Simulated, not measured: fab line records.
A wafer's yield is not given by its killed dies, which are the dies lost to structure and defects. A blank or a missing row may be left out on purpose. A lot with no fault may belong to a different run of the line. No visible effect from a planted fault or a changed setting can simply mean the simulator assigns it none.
fab line records ; flow n5-finfet
[record] lots = 4; wafers = 12; last-day = 17
route steps=1938 shown BEOL_M4@1099 BEOL_M5@1112 BEOL_M11@1594 PASSIVATION@1936
lots untouched by any fault: they come from a run of this same line in which no faults occurred
start-h: hours from the record's opening day to when the first of the lot's shown wafers began ; wait-h: time in hours since the lot's previous step ; " same as the row above ; L1.1+2: a row that stands for several wafers ; - no value present, or no start provided ; * or withheld: withheld ; < > ~ a bound
route shown NAME@n: names a module that has steps shown in the file, with the first one's number in the route ; usual: the fault-free wafers' mean and standard deviation ; same: alike in all rows ; chamber/n: place in a boat ; sites: readings site by site ; _std_site: how widely they spread, as a standard deviation ; _edge_site: the outer-site mean with the inner-site mean subtracted ; radius-mm: how far each site lies from the wafer's centre ; mask NAME#n: copy n ; behind: the most recent tool/chamber to have shaped the wafer ; hold: reason for holding the lot/hours on hold/outcome of the hold ; device: the n, p or np transistor that did not switch ; end of line: the tests these same wafers got at the end of their route ; where a step has no rows: the recipe by itself ; killed: count of dies lost to structure and defects at first sort (not the wafer's yield) ; map: per-die view of a wafer (x killed, . not killed, _ where there is no die)
set.NAME: the setting as run; set.NAME@STEP: as run at that earlier step ; model.NAME: the simulator's own value behind a step, which no gauge read
certain route steps with their lots: each step a table, each wafer a row
services: a tool's chamber out of use, with start hour (start-h, from the record's first day; less than 0 if before it), hours out, and reason
[[steps]]
[step N5_BEOL_M4_ANNEAL_95]
[recipe] temp-c = 400; time-s = 240; ambient = vacuum
[step N5_BEOL_M4_SPUTTER_96]
[recipe] material = Cu; target-thk-a = 45; temp-c = -20; chamber-pressure-pa = 0.07; power-w = withheld; time-s = 8.29
[step N5_BEOL_M4_ECD_50]
[recipe] material = Cu; target-thk-a = 3000
[step N5_BEOL_M4_ANNEAL_51]
[recipe] temp-c = 225; time-s = 90; ambient = N2
[step N5_BEOL_M4_CMP_52]
[recipe] stop-on = SiOC; t-overpolish-s = 6.8; down-force-psi = 1; platen-rpm = 50; clearing-platen-down-force-psi = 1.5; clearing-platen-rpm = 50; post-cmp-clean = cu-alkaline; target-thk-nm = 40; clearing-platen-pad-velocity-m-s = 0.99484; pad-velocity-m-s = 0.99484
[step N5_BEOL_M4_PRE_CLEAN_60]
[recipe] gas = NH3/H2; time-s = 15; temp-c = *; rf-power-w = 300
[step N5_BEOL_M4_CO_CAP_55]
[recipe] material = Co; target-thk-a = 20; temp-c = 200; precursor = CCTBA/H2; pressure-torr = 30; time-s = 102.1
[step N5_BEOL_M4_PRE_CLEAN_56]
[recipe] gas = NH3; time-s = 15; temp-c = withheld; rf-power-w = 300
[step N5_BEOL_M4_DEP_57]
[recipe] material = SiCN; target-thk-a = 80; temp-c = withheld; precursor = 3MS/NH3; pressure-torr = 3; rf-w = 202; time-s = 14
[step N5_BEOL_M4_RC_MEAS_101]
[usual] DIBL_N = 36.9/1.7; DIBL_P = 36.7/2.1; IOFF_N = 0.17/0.032; IOFF_P = 0.22/0.036; ION_N = 674/12; ION_P = 461/7; SS_N = 71.7/0.6; SS_P = 73.4/0.67; VT_N = 249/3.1; VT_P = -250/3.2
lot.wafer;tool;chamber;start-h;wait-h;DIBL_N[mV/V];DIBL_P[mV/V];IOFF_N[nA/um];IOFF_P[nA/um];ION_N[uA/um];ION_P[uA/um];SS_N[mV/dec];SS_P[mV/dec];VT_N[mV];VT_P[mV]
L942.1;prober-02;0;192.00;0.0;38.1;38.8;0.19;0.24;673;457;72.0;73.6;246;-249
L942.2;prober-02;0;192.00;0.0;36.9;36.1;0.16;0.19;673;454;71.5;73.8;251;-251
L942.5;prober-02;0;192.00;0.0;39.1;38.6;0.21;0.24;684;464;71.9;73.2;246;-247
L952.1;prober-01;0;231.77;0.0;38.4;37.2;0.21;0.25;687;464;72.9;73.5;247;-246
L952.3;prober-01;0;231.77;0.0;37.7;35.6;0.18;0.23;672;462;72.1;72.9;251;-247
L952.5;prober-01;0;231.77;0.0;36.0;33.9;0.16;0.20;673;456;71.8;72.3;251;-250
L955.1;prober-01;0;249.71;0.0;37.9;38.3;0.20;0.25;681;464;71.8;73.7;247;-251
L955.3;prober-01;0;249.71;0.0;37.7;37.7;0.20;0.24;686;467;72.0;74.1;247;-247
L955.4;prober-01;0;249.71;0.0;37.2;37.0;0.18;0.22;681;464;70.8;73.4;248;-248
L963.3;prober-02;0;295.51;0.3;40.0;40.8;0.26;0.32;698;473;73.2;75.6;244;-245
L963.5;prober-02;0;295.51;0.3;38.0;38.5;0.20;0.27;691;468;72.0;73.5;250;-246
L963.6;prober-02;0;295.51;0.3;37.7;38.6;0.20;0.28;682;466;71.4;74.5;247;-246
[step N5_BEOL_M5_ILD_DEP_00]
[recipe] material = SiCOH_lowk; target-thk-a = 1406.4; temp-c = 300; precursor = DEMS/porogen; pressure-torr = 5; rf-w = 500; time-s = 25.9
[step N5_BEOL_M5_CURE_79]
[recipe] temp-c = 385; time-s = 240; ambient = He/Ar; material = SiCOH_lowk
[step N5_BEOL_M5_PECVD_70]
[recipe] material = SiO2; target-thk-a = 160; temp-c = 400; precursor = TEOS/O2; pressure-torr = 5.5; rf-w = 450; teos-flow-sccm = 53.8; gas = O2; flow-sccm = 3000; time-s = 18
[step N5_BEOL_M5_HM_DEP_02]
[recipe] material = TiN; target-thk-a = 200; temp-c = 25; chamber-pressure-pa = 0.49996
[step N5_BEOL_M5_COAT_59]
[recipe] resist = SOC; temp-c = 250; time-s = 60; spin-rpm = 1500; resist-thk-nm = 60
[step N5_BEOL_M5_COAT_60]
[recipe] resist = SiARC; temp-c = 220; time-s = 60; spin-rpm = 1500; resist-thk-nm = 12
[step N5_BEOL_M5_COAT_71]
[recipe] resist = underlayer; temp-c = 205; time-s = 60; spin-rpm = 1500; resist-thk-nm = 5
[step N5_BEOL_M5_COAT_05]
[recipe] resist = CAR-EUV; spin-rpm = 1500; resist-thk-nm = 30
[step N5_BEOL_M5_EBR_07]
[recipe] solvent = PGMEA; ebr-width-mm = 1.5
[step N5_BEOL_M5_SOFTBAKE_06]
[recipe] temp-c = 110; time-s = 60; resist = CAR-EUV
[step N5_BEOL_M5_EXPOSE_08]
[recipe] mask-id = M5; na = 0.33; source-shape = annular; sigma-inner = 0.4; sigma-outer = 0.8; polarization = unpolarized; target-cd-nm = 28; dose-mj = 35.75
[step N5_BEOL_M5_PEB_09]
[recipe] peb-temp-c = 100; peb-time-s = 60; resist = CAR-EUV
[step N5_BEOL_M5_DEVELOP_10]
[recipe] develop-time-s = 30; developer = TMAH; resist = CAR-EUV; rinse-liquid = surfactant-rinse; dry = air-spin; dev-temp-c = 23
[step N5_BEOL_M5_DESCUM_16]
[recipe] chemistry = O2; time-s = 7; source-power-w = 50; bias-power-w = 20; pressure-mtorr = 20; rf-frequency-hz = 2.712e+07; temp-c = 40; resist = CAR-EUV; o2-flow-sccm = 225
[step N5_BEOL_M5_ETCH_72]
[recipe] chemistry = N2/H2; target = underlayer; target-depth-a = 65; mask-material = CAR-EUV; time-s = 5.2; ion-energy-ev = 200; pressure-mtorr = 30; source-w = 840; bias-w = 150; n2-flow-sccm = 200; h2-flow-sccm = 200; ends = cleared
[step N5_BEOL_M5_ETCH_61]
[recipe] chemistry = CF4; target = SiARC; target-depth-a = 156; mask-material = CAR-EUV; time-s = 26; ion-energy-ev = 80; pressure-mtorr = 40; source-w = 545; bias-w = 36; Ar_flow_sccm = 100; cf4-flow-sccm = 100; ends = cleared
[step N5_BEOL_M5_ETCH_62]
[recipe] chemistry = N2/H2; target = SOC; target-depth-a = 750; overetch-a = 150; mask-material = SiARC; temp-c = 40; time-s = 112.5; ion-energy-ev = 200; pressure-mtorr = 30; source-w = 840; bias-w = 150; n2-flow-sccm = 200; h2-flow-sccm = 200
[step N5_BEOL_M5_STRIP_63]
[recipe] chemistry = N2/H2; temp-c = 40; n2-flow-sccm = 200; h2-flow-sccm = 200; rf-frequency-hz = 6e+07
[step N5_BEOL_M5_STRIP_73]
[recipe] chemistry = N2/H2; temp-c = 40; n2-flow-sccm = 200; h2-flow-sccm = 200; rf-frequency-hz = 6e+07
[step N5_BEOL_M5_STRIP_64]
[recipe] chemistry = CF4; resist = SiARC; power-w = 300; bias-power-w = 75; pressure-mtorr = 50; cf4-flow-sccm = 150; rf-frequency-hz = 6e+07
[step N5_BEOL_M5_HM_OPEN_17]
[recipe] chemistry = Cl2/BCl3; target-depth-a = 200; overetch-a = 60; target = TiN; mask-material = SOC; ion-energy-ev = 150; pressure-mtorr = 10; icp-w = 1000; bias-w = 126; Cl2_flow_sccm = 53.25; bcl3-flow-sccm = 21.75; Ar_flow_sccm = 25
[step N5_BEOL_M5_STRIP_19]
[recipe] chemistry = O2; power-w = 400; temp-c = 40; pressure-mtorr = 30; rf-frequency-hz = 6e+07; bias-power-w = 0; overash-fraction = 0.2; o2-flow-sccm = 225
[step N5_BEOL_M5_COAT_65]
[recipe] resist = SOC; temp-c = 250; time-s = 60; spin-rpm = 1500; resist-thk-nm = 60
[step N5_BEOL_M5_COAT_66]
[recipe] resist = SiARC; temp-c = 220; time-s = 60; spin-rpm = 1500; resist-thk-nm = 12
[step N5_BEOL_M11_ECD_50]
[recipe] material = Cu; target-thk-a = 3180
lot.wafer;tool;chamber;start-h;wait-h
L942.1+2+5;ecd-cu-01;1,0,0;246.43;0.1
L952.1+3+5;ecd-cu-02;1,0,0;291.00;0.1
L955.1+3+4;ecd-cu-01;0,0,1;310.70;0.1
L963.3+5+6;ecd-cu-01;1,1,0;358.24;0.1
[step N5_BEOL_M11_CMP_52]
[recipe] stop-on = SiCOH_lowk; t-overpolish-s = 7; down-force-psi = 1; platen-rpm = 50; clearing-platen-down-force-psi = 1.5; clearing-platen-rpm = 50; post-cmp-clean = cu-alkaline; target-thk-nm = 140; clearing-platen-pad-velocity-m-s = 0.99484; pad-velocity-m-s = 0.99484
[usual] motor-current-A = 6.0/0.63; time-to-endpoint-s = 67/4.1
lot.wafer;tool;chamber;start-h;wait-h;motor-current-A;time-to-endpoint-s
L942.1;cmp-04;0;247.00;0.3;5.4;70
L942.2;cmp-04;3;247.00;0.3;5.8;72
L942.5;cmp-04;0;247.00;0.3;5.4;71
L952.1;cmp-03;1;291.44;0.3;6.3;1
L952.3;cmp-03;3;291.44;0.3;7.1;0
L952.5;cmp-03;1;291.44;0.3;7.0;1
L955.4;cmp-03;3;311.12;0.1;6.8;0
L955.3;cmp-03;0;311.12;0.1;5.4;2
L955.1;cmp-03;2;311.12;0.1;7.2;4
L963.3;cmp-04;3;358.64;0.2;5.5;67
L963.6;cmp-04;3;358.64;0.2;5.3;64
L963.5;cmp-04;0;358.64;0.2;5.2;67
[step N5_PASSIVATION_PROBE_49]
[usual] defect-limited-yield = 91.7/1.5; killed_at_M0_to_M3 = 32/9.6; killed_at_M4_up = 13/5.3; killed-at-contacts = 12/6.8; killed-at-front-end = 36/9.8; killed-at-other = 4/3.1; killed-dies = 98/17; killed-on-rim = 13/4; killed-open = 65/13; killed-short = 32/8.5; sort_bin_5_function = 4.9/0.93; sort_bin_6_memory = 3.2/0.67; sort_bin_8_speed = 0.00/0.02; sort-n-pass = 1082/17; sort-yield-pct = 91.7/1.4
[same] gross-dies = 1180; killed-at-back-side = 0; sort_bin_4_leakage[%] = 0
lot.wafer;tool;chamber;start-h;wait-h;defect-limited-yield[%];killed_at_M0_to_M3;killed_at_M4_up;killed-at-contacts;killed-at-front-end;killed-at-other;killed-dies;killed-on-rim;killed-open;killed-short;sort_bin_5_function[%];sort_bin_6_memory[%];sort_bin_8_speed[%];sort-n-pass;sort-yield-pct[%]
L942.1;prober-02;-;288.27;0.0;91.9;50;5;5;31;4;95;11;54;41;4.7;3.0;0;1085;91.9
L942.2;prober-02;-;288.32;0.1;92.0;40;7;6;37;4;94;13;63;30;4.5;3.2;0;1086;92.0
L942.5;prober-02;-;288.47;0.2;93.6;41;11;4;17;3;76;6;48;28;4.2;1.9;0;1104;93.6
L952.1;prober-02;-;329.85;0.0;0;44;1104;7;23;2;1180;152;62;31;97.0;2.5;0;0;0
L952.3;prober-02;-;329.95;0.1;0;42;1095;15;28;0;1180;152;63;31;96.8;3.1;0;0;0
L952.5;prober-02;-;330.05;0.2;0;50;1081;12;36;1;1180;152;84;26;95.3;4.4;0;0;0
L955.1;prober-01;-;346.13;0.0;0;33;1098;6;40;3;1180;152;54;40;96.4;3.2;0;0;0
L955.3;prober-01;-;346.23;0.1;0;29;1086;8;51;6;1180;152;62;45;95.3;4.4;0;0;0
L955.4;prober-01;-;346.28;0.2;0;11;1138;13;16;2;1180;152;37;17;97.9;2.0;0;0;0
L963.3;prober-02;-;395.88;0.1;89.3;32;15;23;45;11;126;10;79;46;6.6;3.8;0.08;1054;89.3
L963.5;prober-02;-;395.98;0.2;89.2;27;28;14;52;7;128;23;85;43;6.4;4.0;0;1052;89.2
L963.6;prober-02;-;396.03;0.3;91.0;21;6;20;51;8;106;13;75;30;4.8;4.1;0;1074;91.0
// killed by level:class
L942.1 BEOL_M3:geometric-particle:open=14 BEOL_M0_SAQP:geometric-particle:short=10 BEOL_M3:geometric-particle:short=7 BEOL_M0_SAQP:geometric-particle:open=6 FIN_SAQP:geometric-particle:short=5 FIN_SAQP:geometric-particle:open=5 GATE_CUT:geometric-particle:short=5 BEOL_M2:geometric-particle:open=5
L942.2 BEOL_M0_SAQP:geometric-particle:open=12 FIN_SAQP:geometric-particle:open=9 BEOL_M0_SAQP:geometric-particle:short=7 MOL_CONTACT_COAG:geometric-particle:open=6 FIN_SAQP:geometric-particle:short=5 DUMMY_GATE:geometric-particle:open=5 GATE_CUT:geometric-particle:short=5 BEOL_M1:geometric-particle:open=5
L942.5 BEOL_M0_SAQP:geometric-particle:open=8 BEOL_M3:geometric-particle:open=8 BEOL_M0_SAQP:geometric-particle:short=6 BEOL_M3:geometric-particle:short=6 BEOL_M4:geometric-particle:open=5 MOL_CONTACT_COAG:geometric-particle:open=4 BEOL_M0:geometric-particle:short=4 FIN_SAQP:geometric-particle:open=3
L952.1 BEOL_M11:area-ecd=1087 BEOL_M0_SAQP:geometric-particle:short=16 BEOL_M0_SAQP:geometric-particle:open=9 BEOL_M3:geometric-particle:open=9 BEOL_M4:geometric-particle:open=7 STI_FIN_REVEAL:geometric-particle:open=6 MOL_CONTACT_COAG:geometric-particle:open=6 FIN_SAQP:geometric-particle:open=5
L952.3 BEOL_M11:area-ecd=1086 MOL_CONTACT_COAG:geometric-particle:open=14 BEOL_M0_SAQP:geometric-particle:short=12 BEOL_M0_SAQP:geometric-particle:open=9 STI_FIN_REVEAL:geometric-particle:open=8 BEOL_M4:geometric-particle:open=8 BEOL_M3:geometric-particle:open=7 BEOL_M1:geometric-particle:open=6
L952.5 BEOL_M11:area-ecd=1070 STI_FIN_REVEAL:geometric-particle:open=14 BEOL_M3:geometric-particle:open=12 MOL_CONTACT_COAG:geometric-particle:open=11 BEOL_M0_SAQP:geometric-particle:short=10 BEOL_M0:geometric-particle:open=9 FIN_SAQP:geometric-particle:open=7 BEOL_M0_SAQP:geometric-particle:open=7
L955.1 BEOL_M11:area-ecd=1086 STI_FIN_REVEAL:geometric-particle:open=12 BEOL_M0_SAQP:geometric-particle:open=11 BEOL_M0_SAQP:geometric-particle:short=9 BEOL_M3:geometric-particle:open=7 BEOL_M4:geometric-particle:open=7 FIN_SAQP:geometric-particle:short=5 MOL_CONTACT_COAG:geometric-particle:open=5
L955.3 BEOL_M11:area-ecd=1072 STI_FIN_REVEAL:geometric-particle:open=14 FIN_SAQP:geometric-particle:short=10 FIN_SAQP:geometric-particle:open=8 BEOL_M0_SAQP:geometric-particle:short=8 BEOL_M2:geometric-particle:open=7 BEOL_M4:geometric-particle:open=7 MOL_CONTACT_COAG:geometric-particle:open=5
L955.4 BEOL_M11:area-ecd=1126 MOL_CONTACT_COAG:geometric-particle:open=10 BEOL_M4:geometric-particle:open=6 MOL_CONTACT_COAG:geometric-particle:short=3 BEOL_M0_SAQP:geometric-particle:open=3 BEOL_M2:geometric-particle:open=3 FIN_SAQP:geometric-particle:open=2 STI_FIN_REVEAL:geometric-particle:open=2
L963.3 MOL_CONTACT_COAG:geometric-particle:open=16 BEOL_M0_SAQP:geometric-particle:open=11 FIN_SAQP:geometric-particle:short=10 BEOL_M4:geometric-particle:open=9 STI_FIN_REVEAL:geometric-particle:open=7 BEOL_M0_SAQP:geometric-particle:short=7 DUMMY_GATE:geometric-particle:open=7 MOL_CONTACT_COAG:geometric-particle:short=7
L963.5 BEOL_M4:geometric-particle:open=14 FIN_SAQP:geometric-particle:short=13 MOL_CONTACT_COAG:geometric-particle:open=11 FIN_SAQP:geometric-particle:open=8 DUMMY_GATE:geometric-particle:open=8 BEOL_M1:geometric-particle:open=6 BEOL_M0_SAQP:geometric-particle:open=5 GATE_CUT:geometric-particle:open=4
L963.6 MOL_CONTACT_COAG:geometric-particle:open=17 FIN_SAQP:geometric-particle:open=15 STI_FIN_REVEAL:geometric-particle:open=12 FIN_SAQP:geometric-particle:short=8 DUMMY_GATE:geometric-particle:open=5 BEOL_M0_SAQP:geometric-particle:open=5 BEOL_M3:geometric-particle:open=5 STARTING-WAFER:geometric-particle:short=4
// map L952.1 (x killed, . not)
_________________xxxxxxxxxxxx________________
______________xxxxxxxxxxxxxxxxxx_____________
___________xxxxxxxxxxxxxxxxxxxxxxxx__________
__________xxxxxxxxxxxxxxxxxxxxxxxxxx_________
________xxxxxxxxxxxxxxxxxxxxxxxxxxxxxx_______
_______xxxxxxxxxxxxxxxxxxxxxxxxxxxxxxxx______
______xxxxxxxxxxxxxxxxxxxxxxxxxxxxxxxxxx_____
_____xxxxxxxxxxxxxxxxxxxxxxxxxxxxxxxxxxxx____
____xxxxxxxxxxxxxxxxxxxxxxxxxxxxxxxxxxxxxx___
___xxxxxxxxxxxxxxxxxxxxxxxxxxxxxxxxxxxxxxxx__
___xxxxxxxxxxxxxxxxxxxxxxxxxxxxxxxxxxxxxxxx__
__xxxxxxxxxxxxxxxxxxxxxxxxxxxxxxxxxxxxxxxxxx_
__xxxxxxxxxxxxxxxxxxxxxxxxxxxxxxxxxxxxxxxxxx_
_xxxxxxxxxxxxxxxxxxxxxxxxxxxxxxxxxxxxxxxxxxxx
_xxxxxxxxxxxxxxxxxxxxxxxxxxxxxxxxxxxxxxxxxxxx
_xxxxxxxxxxxxxxxxxxxxxxxxxxxxxxxxxxxxxxxxxxxx
_xxxxxxxxxxxxxxxxxxxxxxxxxxxxxxxxxxxxxxxxxxxx
_xxxxxxxxxxxxxxxxxxxxxxxxxxxxxxxxxxxxxxxxxxxx
_xxxxxxxxxxxxxxxxxxxxxxxxxxxxxxxxxxxxxxxxxxxx
_xxxxxxxxxxxxxxxxxxxxxxxxxxxxxxxxxxxxxxxxxxxx
_xxxxxxxxxxxxxxxxxxxxxxxxxxxxxxxxxxxxxxxxxxxx
__xxxxxxxxxxxxxxxxxxxxxxxxxxxxxxxxxxxxxxxxxx_
__xxxxxxxxxxxxxxxxxxxxxxxxxxxxxxxxxxxxxxxxxx_
___xxxxxxxxxxxxxxxxxxxxxxxxxxxxxxxxxxxxxxxx__
___xxxxxxxxxxxxxxxxxxxxxxxxxxxxxxxxxxxxxxxx__
____xxxxxxxxxxxxxxxxxxxxxxxxxxxxxxxxxxxxxx___
_____xxxxxxxxxxxxxxxxxxxxxxxxxxxxxxxxxxxx____
______xxxxxxxxxxxxxxxxxxxxxxxxxxxxxxxxxx_____
_______xxxxxxxxxxxxxxxxxxxxxxxxxxxxxxxx______
________xxxxxxxxxxxxxxxxxxxxxxxxxxxxxx_______
__________xxxxxxxxxxxxxxxxxxxxxxxxxx_________
___________xxxxxxxxxxxxxxxxxxxxxxxx__________
______________xxxxxxxxxxxxxxxxxx_____________
_________________xxxxxxxxxxxx________________
// map L955.1 (x killed, . not)
_________________xxxxxxxxxxxx________________
______________xxxxxxxxxxxxxxxxxx_____________
___________xxxxxxxxxxxxxxxxxxxxxxxx__________
__________xxxxxxxxxxxxxxxxxxxxxxxxxx_________
________xxxxxxxxxxxxxxxxxxxxxxxxxxxxxx_______
_______xxxxxxxxxxxxxxxxxxxxxxxxxxxxxxxx______
______xxxxxxxxxxxxxxxxxxxxxxxxxxxxxxxxxx_____
_____xxxxxxxxxxxxxxxxxxxxxxxxxxxxxxxxxxxx____
____xxxxxxxxxxxxxxxxxxxxxxxxxxxxxxxxxxxxxx___
___xxxxxxxxxxxxxxxxxxxxxxxxxxxxxxxxxxxxxxxx__
___xxxxxxxxxxxxxxxxxxxxxxxxxxxxxxxxxxxxxxxx__
__xxxxxxxxxxxxxxxxxxxxxxxxxxxxxxxxxxxxxxxxxx_
__xxxxxxxxxxxxxxxxxxxxxxxxxxxxxxxxxxxxxxxxxx_
_xxxxxxxxxxxxxxxxxxxxxxxxxxxxxxxxxxxxxxxxxxxx
_xxxxxxxxxxxxxxxxxxxxxxxxxxxxxxxxxxxxxxxxxxxx
_xxxxxxxxxxxxxxxxxxxxxxxxxxxxxxxxxxxxxxxxxxxx
_xxxxxxxxxxxxxxxxxxxxxxxxxxxxxxxxxxxxxxxxxxxx
_xxxxxxxxxxxxxxxxxxxxxxxxxxxxxxxxxxxxxxxxxxxx
_xxxxxxxxxxxxxxxxxxxxxxxxxxxxxxxxxxxxxxxxxxxx
_xxxxxxxxxxxxxxxxxxxxxxxxxxxxxxxxxxxxxxxxxxxx
_xxxxxxxxxxxxxxxxxxxxxxxxxxxxxxxxxxxxxxxxxxxx
__xxxxxxxxxxxxxxxxxxxxxxxxxxxxxxxxxxxxxxxxxx_
__xxxxxxxxxxxxxxxxxxxxxxxxxxxxxxxxxxxxxxxxxx_
___xxxxxxxxxxxxxxxxxxxxxxxxxxxxxxxxxxxxxxxx__
___xxxxxxxxxxxxxxxxxxxxxxxxxxxxxxxxxxxxxxxx__
____xxxxxxxxxxxxxxxxxxxxxxxxxxxxxxxxxxxxxx___
_____xxxxxxxxxxxxxxxxxxxxxxxxxxxxxxxxxxxx____
______xxxxxxxxxxxxxxxxxxxxxxxxxxxxxxxxxx_____
_______xxxxxxxxxxxxxxxxxxxxxxxxxxxxxxxx______
________xxxxxxxxxxxxxxxxxxxxxxxxxxxxxx_______
__________xxxxxxxxxxxxxxxxxxxxxxxxxx_________
___________xxxxxxxxxxxxxxxxxxxxxxxx__________
______________xxxxxxxxxxxxxxxxxx_____________
_________________xxxxxxxxxxxx________________
[[services]]
tool;chamber;start-h;hours;kind
cmp-03;-;226.34;4.0;pm
cmp-03;-;230.34;-;consumable-replace:conditioner
cmp-03;-;230.34;-;consumable-replace:pad
cmp-04;-;259.58;2.5;repair
cmp-03;-;262.06;3.9;pm
ecd-cu-01;-;342.08;5.8;pm
cmp-03;-;347.41;1.0;repair
[[key]]
[first-sign] step = N5_BEOL_M11_CMP_52; reading = time-to-endpoint-s; direction = down; sigmas = 16; usual = *; struck = *
[effect] step = N5_PASSIVATION_PROBE_49; reading = killed_at_M4_up; direction = up; sigmas = 99+; usual = 13; struck = 1100
[more-kills-born-at] N5_BEOL_M11_ECD_50@ecd-cu-01 = 3284; N5_BEOL_M11_ECD_50@ecd-cu-02 = 3243
met-at N5_BEOL_M11_ECD_50
struck-wafers L952.1,L952.3,L952.5,L955.1,L955.3,L955.4
later-rows-left-out L952.1,L952.3,L952.5,L955.1,L955.3,L955.4
onset-between 246.43 291.00
also-fits N5_BEOL_M11_CMP_52:cmp-03
[fault] kind = skipped-step-whole; tool = ecd-cu-01,ecd-cu-02; chamber = -; onset-h = 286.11; steps = N5_BEOL_M11_ECD_50; scope = struck-lots-only
// later-rows-left-out: the simulator's readings of these wafers behind a module that went badly wrong aren't trusted and aren't shown, but for the sort
